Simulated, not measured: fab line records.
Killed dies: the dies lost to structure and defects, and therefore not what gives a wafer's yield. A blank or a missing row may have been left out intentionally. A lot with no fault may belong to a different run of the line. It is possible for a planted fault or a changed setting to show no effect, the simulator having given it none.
Shared-tool check || flow n5_finfet || 9 lots, 27 wafers sampled

REASON FOR OPENING
On 2 of the 9 lots, a flag is raised at N5_SD_EPI_N_EPI_MEAS_23 on the reading thk_nm. No-fault wafers: 59.1 nm, standard deviation 1.2.
Rule: a lot is flagged when every wafer of it that has a number lies more than 4 standard deviations from that mean, or none has a number. The rest of the lots are taken to be sound.

{"lot": "L421", "measured": "day 4 17:11", "on": "film_metro-01", "thk_nm (nm), wafer by wafer": "56.5 59.2 59.9", "flag": ""}
{"lot": "L422", "measured": "day 4 23:08", "on": "film_metro-02", "thk_nm (nm), wafer by wafer": "58.5 58.4 59.0", "flag": ""}
{"lot": "L423", "measured": "day 5 05:51", "on": "film_metro-02", "thk_nm (nm), wafer by wafer": "58.9 59.5 61.0", "flag": ""}
{"lot": "L424", "measured": "day 5 10:52", "on": "film_metro-02", "thk_nm (nm), wafer by wafer": "60.9 60.7 61.8", "flag": ""}
{"lot": "L426", "measured": "day 5 22:44", "on": "film_metro-02", "thk_nm (nm), wafer by wafer": "62.1 58.9 60.2", "flag": ""}
{"lot": "L432", "measured": "day 7 11:43", "on": "film_metro-02", "thk_nm (nm), wafer by wafer": "68.4 67.7 67.7", "flag": "FLAGGED"}
{"lot": "L435", "measured": "day 8 06:05", "on": "film_metro-01", "thk_nm (nm), wafer by wafer": "68.2 68.1 67.9", "flag": "FLAGGED"}
{"lot": "L436", "measured": "day 8 14:36", "on": "film_metro-01", "thk_nm (nm), wafer by wafer": "59.9 59.3 59.7", "flag": ""}
{"lot": "L438", "measured": "day 9 03:06", "on": "film_metro-02", "thk_nm (nm), wafer by wafer": "58.6 60.5 58.4", "flag": ""}
Average over the flagged lots: 68.0 nm; offset from the usual +8.9 nm, equal to +7 standard deviations.

LOT BY LOT: THE TOOL USED
The record holds 3 process steps before the reading, out of a route of 1938 steps. Read each cell as the tool, then ch plus the chambers that the sampled wafers visited, then the start.
{"lot": "L421", "flag": "", "N5_SD_EPI_N_ETCH_45": "rie_diel-05 ch 0,1,3, day 4 13:20", "N5_SD_EPI_N_SD_RECESS_17": "rie_si-03 ch 2,3, day 4 13:31", "N5_SD_EPI_N_EPI_21": "epi_rpcvd-02 ch 0, day 4 15:39"}
{"lot": "L422", "flag": "", "N5_SD_EPI_N_ETCH_45": "rie_diel-03 ch 0,2, day 4 19:31", "N5_SD_EPI_N_SD_RECESS_17": "rie_si-05 ch 0,2,3, day 4 19:41", "N5_SD_EPI_N_EPI_21": "epi_rpcvd-02 ch 0, day 4 20:51"}
{"lot": "L423", "flag": "", "N5_SD_EPI_N_ETCH_45": "rie_diel-05 ch 0,2, day 5 02:59", "N5_SD_EPI_N_SD_RECESS_17": "rie_si-06 ch 1,2, day 5 03:09", "N5_SD_EPI_N_EPI_21": "epi_rpcvd-02 ch 0, day 5 04:08"}
{"lot": "L424", "flag": "", "N5_SD_EPI_N_ETCH_45": "rie_diel-01 ch 1,2,3, day 5 07:14", "N5_SD_EPI_N_SD_RECESS_17": "rie_si-06 ch 0,1,3, day 5 07:25", "N5_SD_EPI_N_EPI_21": "epi_rpcvd-01 ch 0, day 5 08:35"}
{"lot": "L426", "flag": "", "N5_SD_EPI_N_ETCH_45": "rie_diel-05 ch 0,2, day 5 19:51", "N5_SD_EPI_N_SD_RECESS_17": "rie_si-06 ch 1,2,3, day 5 20:01", "N5_SD_EPI_N_EPI_21": "epi_rpcvd-02 ch 0, day 5 21:02"}
{"lot": "L432", "flag": "FLAGGED", "N5_SD_EPI_N_ETCH_45": "rie_diel-03 ch 1,2, day 7 08:50", "N5_SD_EPI_N_SD_RECESS_17": "rie_si-03 ch 0,1, day 7 09:00", "N5_SD_EPI_N_EPI_21": "epi_rpcvd-02 ch 0, day 7 10:16"}
{"lot": "L435", "flag": "FLAGGED", "N5_SD_EPI_N_ETCH_45": "rie_diel-03 ch 0,2,3, day 8 03:12", "N5_SD_EPI_N_SD_RECESS_17": "rie_si-06 ch 0,1,2, day 8 03:23", "N5_SD_EPI_N_EPI_21": "epi_rpcvd-02 ch 0, day 8 04:56"}
{"lot": "L436", "flag": "", "N5_SD_EPI_N_ETCH_45": "rie_diel-01 ch 0,1, day 8 11:30", "N5_SD_EPI_N_SD_RECESS_17": "rie_si-05 ch 0,1,3, day 8 11:40", "N5_SD_EPI_N_EPI_21": "epi_rpcvd-04 ch 0, day 8 12:53"}
{"lot": "L438", "flag": "", "N5_SD_EPI_N_ETCH_45": "rie_diel-01 ch 0,2,3, day 8 21:23", "N5_SD_EPI_N_SD_RECESS_17": "rie_si-03 ch 2,3, day 8 21:33", "N5_SD_EPI_N_EPI_21": "epi_rpcvd-01 ch 0, day 8 23:05"}
These steps, and what they do:
- N5_SD_EPI_N_ETCH_45: etches SiOCN in CH3F/O2, target depth 6 nm.
- N5_SD_EPI_N_SD_RECESS_17: chemistry HBr/Cl2/O2, target depth 41 nm, time 23.7 s, bt time 3 s.
- N5_SD_EPI_N_EPI_21: deposits Si:P, time 690 s.
- N5_SD_EPI_N_EPI_MEAS_23

FLAGGED AGAINST TOTAL, ONE TOOL AT A TIME (gauges that did the reading follow at the end)
{"step": "N5_SD_EPI_N_ETCH_45", "tool": "rie_diel-01", "lots run": 3, "flagged": 0, "share of the flagged lots": "none", "sound lots run after its first flagged lot": "-"}
{"step": "N5_SD_EPI_N_ETCH_45", "tool": "rie_diel-03", "lots run": 3, "flagged": 2, "share of the flagged lots": "all", "sound lots run after its first flagged lot": 0}
{"step": "N5_SD_EPI_N_ETCH_45", "tool": "rie_diel-05", "lots run": 3, "flagged": 0, "share of the flagged lots": "none", "sound lots run after its first flagged lot": "-"}
{"step": "N5_SD_EPI_N_SD_RECESS_17", "tool": "rie_si-03", "lots run": 3, "flagged": 1, "share of the flagged lots": "some", "sound lots run after its first flagged lot": "1 (L438)"}
{"step": "N5_SD_EPI_N_SD_RECESS_17", "tool": "rie_si-05", "lots run": 2, "flagged": 0, "share of the flagged lots": "none", "sound lots run after its first flagged lot": "-"}
{"step": "N5_SD_EPI_N_SD_RECESS_17", "tool": "rie_si-06", "lots run": 4, "flagged": 1, "share of the flagged lots": "some", "sound lots run after its first flagged lot": 0}
{"step": "N5_SD_EPI_N_EPI_21", "tool": "epi_rpcvd-01", "lots run": 2, "flagged": 0, "share of the flagged lots": "none", "sound lots run after its first flagged lot": "-"}
{"step": "N5_SD_EPI_N_EPI_21", "tool": "epi_rpcvd-02", "lots run": 6, "flagged": 2, "share of the flagged lots": "all", "sound lots run after its first flagged lot": 0}
{"step": "N5_SD_EPI_N_EPI_21", "tool": "epi_rpcvd-04", "lots run": 1, "flagged": 0, "share of the flagged lots": "none", "sound lots run after its first flagged lot": "-"}
{"step": "N5_SD_EPI_N_EPI_MEAS_23", "tool": "film_metro-01", "lots run": 3, "flagged": 1, "share of the flagged lots": "some", "sound lots run after its first flagged lot": "1 (L436)"}
{"step": "N5_SD_EPI_N_EPI_MEAS_23", "tool": "film_metro-02", "lots run": 6, "flagged": 1, "share of the flagged lots": "some", "sound lots run after its first flagged lot": "1 (L438)"}

WHAT IS ALLOWED BY THE TABLE
Every flagged lot went through 2 rows of the table: rie_diel-03 at N5_SD_EPI_N_ETCH_45 and epi_rpcvd-02 at N5_SD_EPI_N_EPI_21.
- rie_diel-03 at N5_SD_EPI_N_ETCH_45: 2 of its 3 lots flagged. Last sound lot L422 at day 4 19:31, first flagged lot L432 at day 7 08:50; a fault beginning in between fits.
- epi_rpcvd-02 at N5_SD_EPI_N_EPI_21: 2 of its 6 lots flagged. Last sound lot L426 at day 5 21:02, first flagged lot L432 at day 7 10:16; a fault beginning in between fits. Its own readings (chamber_pressure_Torr) fall more than 4 standard deviations out on all wafers of the flagged lots.
A lot count leaves these 2 tools indistinguishable: every one of them fits a fault beginning at some hour. More lots, or a look at what each step does to the wafer, might.

WHAT THE SIMULATOR PUT IN
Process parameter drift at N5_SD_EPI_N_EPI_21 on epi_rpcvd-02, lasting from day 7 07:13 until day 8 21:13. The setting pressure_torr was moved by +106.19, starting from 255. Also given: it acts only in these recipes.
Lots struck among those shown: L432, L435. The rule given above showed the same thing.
